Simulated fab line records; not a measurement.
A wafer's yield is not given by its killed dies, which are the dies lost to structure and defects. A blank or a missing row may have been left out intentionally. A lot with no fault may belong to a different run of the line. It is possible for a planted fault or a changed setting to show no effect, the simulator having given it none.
Matching of chambers ; flow n5_finfet ; 4 sister chambers for N5_MOL_CONTACT_COAG_DESCUM_45 on rie_diel-06
The step chemistry O2, time 7 s. 16 wafers are shown with their chamber, then 8 later ones without.

== WAFERS, EACH WITH ITS CHAMBER ==
wafer;chamber;drypump_motor_current_A (A);showerhead_plenum_p_Torr (Torr);throttle_valve_pct (%)
L074.1;2;6.1;2.06;20.33
L074.3;1;5.2;2.15;20.81
L074.6;2;6.1;2.06;20.31
L076.2;3;5.0;2.08;20.55
L076.3;0;5.8;2.07;20.26
L076.6;2;6.1;2.05;20.30
L077.3;0;5.8;2.07;20.29
L077.4;0;5.8;2.07;20.28
L077.6;3;5.0;2.07;20.56
L084.1;0;5.8;2.07;20.31
L084.2;1;5.3;2.14;20.43
L084.3;3;5.0;2.07;20.57
L085.2;2;6.1;2.05;20.35
L085.3;1;5.3;2.14;20.43
L085.4;3;5.0;2.07;20.59
L091.2;0;5.8;2.06;20.34

SIGNATURES, as means of the wafers listed above
reading;chamber 0;chamber 1;chamber 2;chamber 3;scatter within a chamber
drypump_motor_current_A;5.800;5.267;6.100;5.000;0.0236
showerhead_plenum_p_Torr;2.0680;2.1433;2.0550;2.0725;0.00518
throttle_valve_pct;20.2960;20.5567;20.3225;20.5675;0.0923
Rule: for a wafer and a chamber, the distance is found by dividing, reading by reading, the gap between the wafer's reading and the chamber's mean by the reading's scatter, squaring, summing and taking the root. If the next closest chamber is less than 2 further off than the closest, the wafer can't be placed; otherwise it belongs to the closest. The scatter: the root of (the sum of the squares of (reading less its chamber's mean) over the shown wafers, divided by (wafers less chambers)).

== WAFERS MISSING THEIR CHAMBER ==
wafer;drypump_motor_current_A (A);showerhead_plenum_p_Torr (Torr);throttle_valve_pct (%)
L091.5;5.8;2.06;20.32
L091.6;5.3;2.14;20.43
L093.3;5.8;2.06;20.34
L093.4;5.8;2.06;20.33
L093.6;5.0;2.06;20.61
L095.1;4.9;2.06;20.62
L095.2;5.8;2.06;20.33
L095.4;5.3;2.14;20.44

== WHICH CHAMBER EACH WENT THROUGH ==
wafer;from the rows above;in truth
L091.5;0;0
L091.6;1;1
L093.3;0;0
L093.4;0;0
L093.6;3;3
L095.1;3;3
L095.2;0;0
L095.4;1;1
Correctly placed: 8 of 8. Can't be placed from these rows: 0. Wrongly placed: 0.
